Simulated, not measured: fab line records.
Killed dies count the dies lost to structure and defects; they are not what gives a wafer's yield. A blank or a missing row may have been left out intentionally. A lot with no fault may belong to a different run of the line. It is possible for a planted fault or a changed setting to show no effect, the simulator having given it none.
fab line records	flow n5Finfet	part 1 of 2: steps 1 to 4 of 6
record: lots: 24	wafers: 72	lastDay: 18
route steps=1938 shown BEOL_M11@1537
lots with no fault: from the same line, run without faults
startH: hours from the record's first day to the start of the lot's first wafer shown	waitH: hours elapsed since this lot's preceding step	" repeats the value in the row above	L1.1+2: one row covering several wafers at once	- no value present, or no start provided	* or withheld: withheld	< > ~ a bound
route shown NAME@n: a module of which the file shows steps, and the number in the route of the first	usual: the fault-free wafers' mean and standard deviation	same: alike in all rows	chamber/n: place in a boat	sites: per-site readings	_std_site: the values' standard deviation	_edge_site: inner sites' mean taken away from outer sites' mean	radiusMm: for every site, how far away it sits from the centre of the wafer	mask NAME#n: copy n	behind: the most recent tool/chamber to have shaped the wafer	hold: reason for holding the lot/hours on hold/outcome of the hold	device: which transistor (n, p or np) failed to switch	end of line: tests of these same wafers at the route's end	a step without rows: its recipe alone	killed: dies that structure and defects cost at the first sort, which is not the same as the wafer's yield	map: per-die view of a wafer (x killed, . not killed, _ where there is no die)
set.NAME: the setting that was run; set.NAME@STEP: the one run at that earlier step	model.NAME: the simulator's own value behind a step, which no gauge read
one table for each step of the route and one row for each wafer, over a sample of lots
services: from which hour (startH, from the record's first day; less than 0 if before it) a tool's chamber was out of use, for how many hours, and why
== steps ==
step: N5_BEOL_M11_CURE_71
recipe: tempC: 385	timeS: 240	ambient: He/Ar	material: SiCOH_lowk
usual: lampPowerPct: 52.31/0.053	wafer_temp_C_max: 386.9/0.54
lot.wafer	tool	chamber	startH	waitH	lampPowerPct	wafer_temp_C_max
L074.1	uvCure-01	2	221.95	0.0	52.34	386.4
L074.2	"	2	"	"	52.35	386.5
L074.5	"	2	"	"	52.33	386.0
L075.1	uvCure-02	1	228.30	0.5	52.32	386.3
L075.2	"	1	"	"	52.24	385.9
L075.3	"	1	"	"	52.28	386.1
L076.3	uvCure-01	0	239.61	0.2	52.30	387.2
L076.4	"	0	"	"	52.33	386.8
L076.6	"	0	"	"	52.36	386.8
L077.4	uvCure-01	1	250.05	0.3	52.33	386.8
L077.5	"	1	"	"	52.36	386.6
L077.6	"	1	"	"	52.38	386.3
L079.2	uvCure-02	0	258.84	0.1	52.37	387.0
L079.4	"	0	"	"	52.25	387.1
L079.6	"	0	"	"	52.37	388.0
L080.1	uvCure-01	2	262.24	0.0	52.31	386.7
L080.4	"	2	"	"	52.27	387.2
L080.5	"	2	"	"	52.23	386.3
L078.4	uvCure-03	1	264.29	0.5	52.37	387.2
L078.5	"	1	"	"	52.42	387.6
L078.6	"	1	"	"	52.37	387.1
L081.3	uvCure-01	1	266.97	0.2	52.28	386.2
L081.5	"	1	"	"	52.26	386.5
L081.6	"	1	"	"	52.32	387.1
L082.1	uvCure-01	1	277.32	0.0	52.37	386.9
L082.3	"	1	"	"	52.33	387.0
L082.5	"	1	"	"	52.32	387.2
L085.1	uvCure-02	1	286.67	0.0	52.29	386.5
L085.2	"	1	"	"	52.30	386.9
L085.3	"	1	"	"	52.29	386.1
L083.2	uvCure-01	1	292.02	0.1	52.27	386.7
L083.5	"	1	"	"	52.36	386.4
L083.6	"	1	"	"	52.27	387.1
L084.1	uvCure-02	0	295.22	0.0	52.24	387.1
L084.3	"	0	"	"	52.27	387.0
L084.6	"	0	"	"	52.28	386.9
L087.2	uvCure-01	1	300.22	0.2	52.40	387.3
L087.3	"	1	"	"	52.31	386.8
L087.6	"	1	"	"	52.30	386.5
L086.3	uvCure-03	2	306.63	0.2	52.30	386.9
L086.4	"	2	"	"	52.29	386.9
L086.5	"	2	"	"	52.39	387.4
L090.1	uvCure-01	2	320.09	0.0	52.30	386.6
L090.2	"	2	"	"	52.42	386.1
L090.6	"	2	"	"	52.30	386.2
L088.2	uvCure-02	0	324.19	0.1	52.40	387.0
L088.4	"	0	"	"	52.25	387.3
L088.6	"	0	"	"	52.29	387.1
L091.1	uvCure-02	0	325.35	0.0	52.24	387.2
L091.4	"	0	"	"	52.32	387.0
L091.6	"	0	"	"	52.30	387.0
L089.2	uvCure-03	2	333.46	0.1	52.26	386.9
L089.3	"	2	"	"	52.30	387.1
L089.6	"	2	"	"	52.31	387.6
L092.3	uvCure-01	1	338.94	0.2	52.33	386.6
L092.4	"	1	"	"	52.22	387.0
L092.6	"	1	"	"	52.27	387.4
L093.1	uvCure-02	1	342.65	0.0	52.25	386.3
L093.3	"	1	"	"	52.32	386.7
L093.4	"	1	"	"	52.30	386.2
L094.1	uvCure-02	0	349.78	0.0	52.31	386.9
L094.5	"	0	"	"	52.39	386.6
L094.6	"	0	"	"	52.29	387.2
L095.2	uvCure-01	1	358.89	0.2	52.29	386.2
L095.5	"	1	"	"	52.29	386.4
L095.6	"	1	"	"	52.38	387.1
L096.1	uvCure-03	0	362.35	0.1	52.20	386.7
L096.2	"	0	"	"	52.24	387.0
L096.3	"	0	"	"	52.25	387.3
L097.1	uvCure-03	2	373.54	0.1	52.38	388.6
L097.2	"	2	"	"	52.35	387.8
L097.4	"	2	"	"	52.35	387.5
step: N5_BEOL_M11_HM_DEP_02
recipe: material: TiN	targetThkA: 200	tempC: 25	chamberPressurePa: 0.49996
usual: throttleValvePct: 30.5/0.44
lot.wafer	tool	chamber	startH	waitH	throttleValvePct
L074.1	pvdSputter-02	-	223.37	0.9	30.5
L074.2	"	-	"	"	30.9
L074.5	"	-	"	"	30.5
L075.1	pvdSputter-02	-	232.43	3.1	30.9
L075.2	"	-	"	"	31.0
L075.3	"	-	"	"	30.3
L076.3	pvdSputter-02	-	240.65	0.6	31.0
L076.4	"	-	"	"	31.1
L076.6	"	-	"	"	31.0
L077.4	pvdSputter-01	-	252.51	2.1	30.3
L077.5	"	-	"	"	30.7
L077.6	"	-	"	"	30.5
L079.2	pvdSputter-02	-	261.31	2.0	30.6
L079.4	"	-	"	"	30.7
L079.6	"	-	"	"	31.3
L080.1	pvdSputter-01	-	262.85	0.0	30.4
L080.4	"	-	"	"	30.7
L080.5	"	-	"	"	30.2
L078.4	pvdSputter-02	-	265.12	0.2	30.7
L078.5	"	-	"	"	30.5
L078.6	"	-	"	"	31.0
L081.3	pvdSputter-02	-	268.01	0.6	31.1
L081.5	"	-	"	"	31.0
L081.6	"	-	"	"	30.5
L082.1	pvdSputter-01	-	278.63	0.7	29.7
L082.3	"	-	"	"	30.2
L082.5	"	-	"	"	30.5
L085.1	pvdSputter-01	-	289.10	1.9	29.4
L085.2	"	-	"	"	30.3
L085.3	"	-	"	"	30.5
L083.2	pvdSputter-01	-	293.22	0.7	30.3
L083.5	"	-	"	"	29.4
L083.6	"	-	"	"	30.2
L084.1	pvdSputter-02	-	297.46	1.7	30.7
L084.3	"	-	"	"	30.9
L084.6	"	-	"	"	30.8
L087.2	pvdSputter-03	-	302.94	2.2	30.1
L087.3	"	-	"	"	30.3
L087.6	"	-	"	"	30.4
L086.3	pvdSputter-02	-	307.22	0.2	30.3
L086.4	"	-	"	"	30.9
L086.5	"	-	"	"	30.5
L090.1	pvdSputter-01	-	321.10	0.4	29.6
L090.2	"	-	"	"	30.4
L090.6	"	-	"	"	30.8
L088.2	pvdSputter-03	-	326.43	1.8	29.9
L088.4	"	-	"	"	29.8
L088.6	"	-	"	"	30.4
L091.1	pvdSputter-03	-	327.37	1.0	30.0
L091.4	"	-	"	"	30.0
L091.6	"	-	"	"	30.0
L089.2	pvdSputter-01	-	335.91	2.0	30.6
L089.3	"	-	"	"	29.3
L089.6	"	-	"	"	29.6
L092.3	pvdSputter-02	-	340.73	1.4	31.1
L092.4	"	-	"	"	30.9
L092.6	"	-	"	"	30.7
L093.1	pvdSputter-01	-	344.27	1.1	30.5
L093.3	"	-	"	"	30.8
L093.4	"	-	"	"	29.6
L094.1	pvdSputter-02	-	352.65	2.3	30.8
L094.5	"	-	"	"	31.1
L094.6	"	-	"	"	30.6
L095.2	pvdSputter-02	-	363.13	3.4	30.8
L095.5	"	-	"	"	30.5
L095.6	"	-	"	"	30.6
L096.1	pvdSputter-01	-	363.80	0.9	30.5
L096.2	"	-	"	"	30.5
L096.3	"	-	"	"	29.5
L097.1	pvdSputter-02	-	374.71	0.6	30.7
L097.2	"	-	"	"	30.8
L097.4	"	-	"	"	30.5
step: N5_BEOL_M11_INSPECT_13
recipe: mode: adi	inspectInstrument: brightfield
usual: rawDefectCount: 459/120
lot.wafer	tool	chamber	startH	waitH	rawDefectCount
L074.1	defectInspect-01	-	223.80	0.0	413
L074.2	"	-	"	"	440
L074.5	"	-	"	"	380
L075.1	defectInspect-01	-	232.85	0.0	523
L075.2	"	-	"	"	453
L075.3	"	-	"	"	495
L076.3	defectInspect-02	-	241.20	0.0	358
L076.4	"	-	"	"	347
L076.6	"	-	"	"	451
L077.4	defectInspect-01	-	253.06	0.0	580
L077.5	"	-	"	"	572
L077.6	"	-	"	"	519
L079.2	defectInspect-01	-	261.86	0.0	284
L079.4	"	-	"	"	276
L079.6	"	-	"	"	394
L080.1	defectInspect-02	-	263.28	0.0	547
L080.4	"	-	"	"	834
L080.5	"	-	"	"	744
L078.4	defectInspect-02	-	265.67	0.0	399
L078.5	"	-	"	"	390
L078.6	"	-	"	"	405
L081.3	defectInspect-02	-	268.56	0.0	517
L081.5	"	-	"	"	550
L081.6	"	-	"	"	441
L082.1	defectInspect-02	-	279.06	0.0	317
L082.3	"	-	"	"	268
L082.5	"	-	"	"	256
L085.1	defectInspect-02	-	289.65	0.0	459
L085.2	"	-	"	"	430
L085.3	"	-	"	"	314
L083.2	defectInspect-02	-	293.77	0.0	444
L083.5	"	-	"	"	519
L083.6	"	-	"	"	496
L084.1	defectInspect-02	-	298.01	0.0	409
L084.3	"	-	"	"	530
L084.6	"	-	"	"	406
L087.2	defectInspect-02	-	303.36	0.0	408
L087.3	"	-	"	"	639
L087.6	"	-	"	"	339
L086.3	defectInspect-02	-	307.90	0.3	409
L086.4	"	-	"	"	584
L086.5	"	-	"	"	527
L090.1	defectInspect-02	-	321.65	0.0	513
L090.2	"	-	"	"	661
L090.6	"	-	"	"	659
L088.2	defectInspect-01	-	326.98	0.0	408
L088.4	"	-	"	"	342
L088.6	"	-	"	"	511
L091.1	defectInspect-01	-	327.94	0.0	331
L091.4	"	-	"	"	465
L091.6	"	-	"	"	279
L089.2	defectInspect-01	-	336.46	0.0	374
L089.3	"	-	"	"	450
L089.6	"	-	"	"	340
L092.3	defectInspect-01	-	341.28	0.0	460
L092.4	"	-	"	"	355
L092.6	"	-	"	"	495
L093.1	defectInspect-01	-	344.82	0.0	333
L093.3	"	-	"	"	456
L093.4	"	-	"	"	398
L094.1	defectInspect-01	-	353.07	0.0	526
L094.5	"	-	"	"	264
L094.6	"	-	"	"	414
L095.2	defectInspect-01	-	363.68	0.0	488
L095.5	"	-	"	"	365
L095.6	"	-	"	"	491
L096.1	defectInspect-02	-	364.35	0.0	457
L096.2	"	-	"	"	449
L096.3	"	-	"	"	394
L097.1	defectInspect-02	-	375.26	0.0	815
L097.2	"	-	"	"	541
L097.4	"	-	"	"	596
step: N5_BEOL_M11_ETCH_61
recipe: chemistry: CF4	target: SiARC	targetDepthA: 390	maskMaterial: CAR-ArF	timeS: 65	ionEnergyEv: 80	pressureMtorr: 40	sourceW: 545	biasW: 36	Ar_flow_sccm: 100	cf4FlowSccm: 100	ends: cleared
usual: drypumpMotorCurrentA: 5.8/0.35	etchRfOnTimeS: 64.6/0.83	mfcArSccm: 100.0/0.31	oesProductAu: 0.68/0.071	rfVppV: 184.1/1.1	showerheadPlenumPTorr: 2.14/0.051	throttleValvePct: 15.63/0.3
lot.wafer	tool	chamber	startH	waitH	drypumpMotorCurrentA	etchRfOnTimeS	mfcArSccm	oesProductAu	rfHoursCounterH	rfVppV	showerheadPlenumPTorr	throttleValvePct
L074.1	rieDiel-06	0	223.94	0.0	5.7	65.5	99.8	0.58	241	183.7	2.19	15.72
L074.2	"	2	"	"	5.2	64.0	100.5	0.70	92	185.0	2.16	15.81
L074.5	"	2	"	"	5.2	64.0	100.1	0.70	-	184.0	2.16	15.81
L075.1	rieDiel-06	3	232.92	0.0	5.8	63.3	100.1	0.77	23	185.9	2.18	15.16
L075.2	"	0	"	"	5.8	65.0	100.2	0.58	244	186.2	2.19	15.72
L075.3	"	1	"	"	5.9	66.1	99.7	0.59	233	185.7	2.11	16.14
L076.3	rieDiel-06	2	241.27	0.0	5.3	64.8	99.9	0.69	97	184.0	2.16	15.83
L076.4	"	0	"	"	5.8	65.1	99.9	0.58	247	184.6	2.19	15.74
L076.6	"	2	"	"	5.2	65.1	100.1	0.69	-	184.6	2.16	15.83
L077.4	rieDiel-06	3	253.32	0.0	5.8	63.5	100.2	0.75	29	185.3	2.18	15.18
L077.5	"	2	"	"	5.2	63.6	99.8	0.70	-	183.6	2.16	15.84
L077.6	"	1	"	"	5.9	65.8	100.1	0.59	-	183.6	2.11	16.15
L079.2	rieDiel-04	0	262.06	0.0	6.3	64.5	100.1	0.76	24	183.2	2.10	15.68
L079.4	"	1	"	"	5.6	65.0	100.8	0.57	245	184.2	2.20	15.75
L079.6	"	1	"	"	5.6	64.9	100.6	0.57	-	184.1	2.20	15.76
L080.1	rieDiel-03	0	263.34	0.0	5.6	64.6	99.7	0.72	72	183.3	2.08	15.08
L080.4	"	2	"	"	6.3	63.4	100.2	0.76	42	182.8	2.10	15.36
L080.5	"	2	"	"	6.3	63.8	99.8	0.75	-	183.9	2.10	15.37
L078.4	rieDiel-04	2	266.30	0.0	5.6	65.0	100.0	0.68	-	183.1	2.06	15.59
L078.5	"	1	"	"	5.6	65.3	100.1	0.57	-	184.2	2.19	15.79
L078.6	"	3	"	"	5.4	65.0	100.1	0.66	-	184.6	2.15	15.63
L081.3	rieDiel-06	0	268.62	0.0	5.7	64.0	99.8	0.83	0	184.8	2.19	15.24
L081.5	"	1	"	"	5.9	65.6	99.6	0.59	-	184.1	2.11	16.15
L081.6	"	0	"	"	5.7	63.1	99.8	0.84	-	184.9	2.19	15.22
L082.1	rieDiel-04	3	279.13	0.0	5.4	64.3	100.5	0.65	142	184.3	2.15	15.63
L082.3	"	1	"	"	5.6	64.9	99.5	0.57	250	185.1	2.19	15.78
L082.5	"	3	"	"	5.4	64.2	100.4	0.66	-	184.0	2.15	15.62
L085.1	rieDiel-03	2	289.80	0.0	6.3	63.6	100.2	0.75	51	183.8	2.09	15.38
L085.2	"	0	"	"	5.6	64.4	99.9	0.72	79	182.6	2.08	15.08
L085.3	"	3	"	"	6.3	65.7	99.4	0.62	188	184.9	2.22	15.66
L083.2	rieDiel-03	3	293.87	0.0	6.3	66.0	99.7	0.62	190	184.5	2.22	15.66
L083.5	"	0	"	"	5.6	65.1	99.5	0.72	-	183.1	2.08	15.10
L083.6	"	3	"	"	6.3	65.8	99.5	0.62	-	186.0	2.22	15.67
L084.1	rieDiel-04	0	298.38	0.0	6.3	64.6	100.3	0.75	31	184.1	2.10	15.69
L084.3	"	3	"	"	5.4	64.8	99.9	0.65	150	184.4	2.14	15.63
L084.6	"	1	"	"	5.6	65.5	99.8	0.56	-	183.9	2.19	15.79
L087.2	rieDiel-03	0	303.95	0.0	5.6	63.7	100.1	0.72	83	184.2	2.08	15.09
L087.3	"	2	"	"	6.3	63.4	99.8	0.74	55	182.9	2.09	15.39
L087.6	"	2	"	"	6.3	63.4	100.2	0.74	-	183.2	2.09	15.38
L086.3	rieDiel-04	0	307.97	0.0	6.3	63.7	100.1	0.75	35	184.6	2.10	15.71
L086.4	"	3	"	"	5.4	64.4	99.9	0.65	-	184.8	2.14	15.65
L086.5	"	0	"	"	6.3	64.3	100.3	0.75	-	181.5	2.10	15.71
L090.1	rieDiel-03	3	321.72	0.0	6.3	65.6	100.1	0.62	197	185.4	2.22	15.70
L090.2	"	2	"	"	6.3	64.3	100.7	0.73	61	183.4	2.09	15.40
L090.6	"	2	"	"	6.3	64.8	100.6	0.73	-	184.0	2.09	15.40
L088.2	rieDiel-04	0	327.05	0.0	6.2	64.4	99.8	0.74	41	184.6	2.09	15.70
L088.4	"	2	"	"	5.6	63.9	100.0	0.66	-	182.3	2.06	15.63
L088.6	"	3	"	"	5.4	64.2	100.1	0.64	-	183.8	2.14	15.65
L091.1	rieDiel-06	0	328.19	0.0	5.7	63.9	99.9	0.76	25	185.2	2.18	15.27
L091.4	"	3	"	"	5.8	63.4	99.7	0.72	52	185.7	2.17	15.24
L091.6	"	3	"	"	5.8	63.5	100.3	0.72	-	185.4	2.17	15.24
L089.2	rieDiel-03	2	337.10	0.0	6.3	63.4	99.6	0.72	66	183.3	2.09	15.40
L089.3	"	0	"	"	5.6	63.5	100.2	0.71	93	182.7	2.07	15.11
L089.6	"	2	"	"	6.3	63.4	100.0	0.72	-	183.1	2.09	15.42
L092.3	rieDiel-03	0	341.35	0.0	5.6	65.1	100.2	0.70	95	182.5	2.07	15.11
L092.4	"	1	"	"	6.1	66.3	100.3	0.60	218	183.8	2.21	16.11
L092.6	"	2	"	"	6.3	64.7	99.7	0.72	-	181.7	2.09	15.42
L093.1	rieDiel-06	3	344.89	0.0	5.8	63.7	100.4	0.71	58	183.7	2.17	15.21
L093.3	"	0	"	"	5.7	63.9	99.8	0.75	31	185.1	2.18	15.27
L093.4	"	2	"	"	5.2	64.7	98.8	0.66	133	184.6	2.15	15.88
L094.1	rieDiel-06	0	353.14	0.0	5.8	63.8	99.8	0.74	33	185.1	2.18	15.30
L094.5	"	0	"	"	5.8	64.1	99.5	0.74	-	184.9	2.18	15.28
L094.6	"	1	"	"	5.9	64.0	99.9	0.82	-	183.9	2.10	15.72
L095.2	rieDiel-06	3	363.79	0.0	5.8	63.7	99.9	0.71	63	184.3	2.17	15.26
L095.5	"	1	"	"	5.9	65.0	100.2	0.80	-	183.0	2.10	15.71
L095.6	"	2	"	"	5.2	64.9	100.0	0.66	-	184.0	2.15	15.90
L096.1	rieDiel-06	0	364.41	0.0	5.8	64.1	99.5	0.74	36	184.3	2.18	15.30
L096.2	"	2	"	"	5.2	65.0	100.0	0.66	138	184.0	2.15	15.91
L096.3	"	3	"	"	5.8	64.0	100.6	0.71	63	185.4	2.17	15.24
L097.1	rieDiel-03	0	375.33	0.0	5.6	64.8	99.4	0.69	106	182.2	2.07	15.14
L097.2	"	1	"	"	6.1	66.5	100.3	0.59	229	185.7	2.21	16.13
L097.4	"	3	"	"	6.3	65.7	99.8	0.61	216	185.1	2.21	15.70
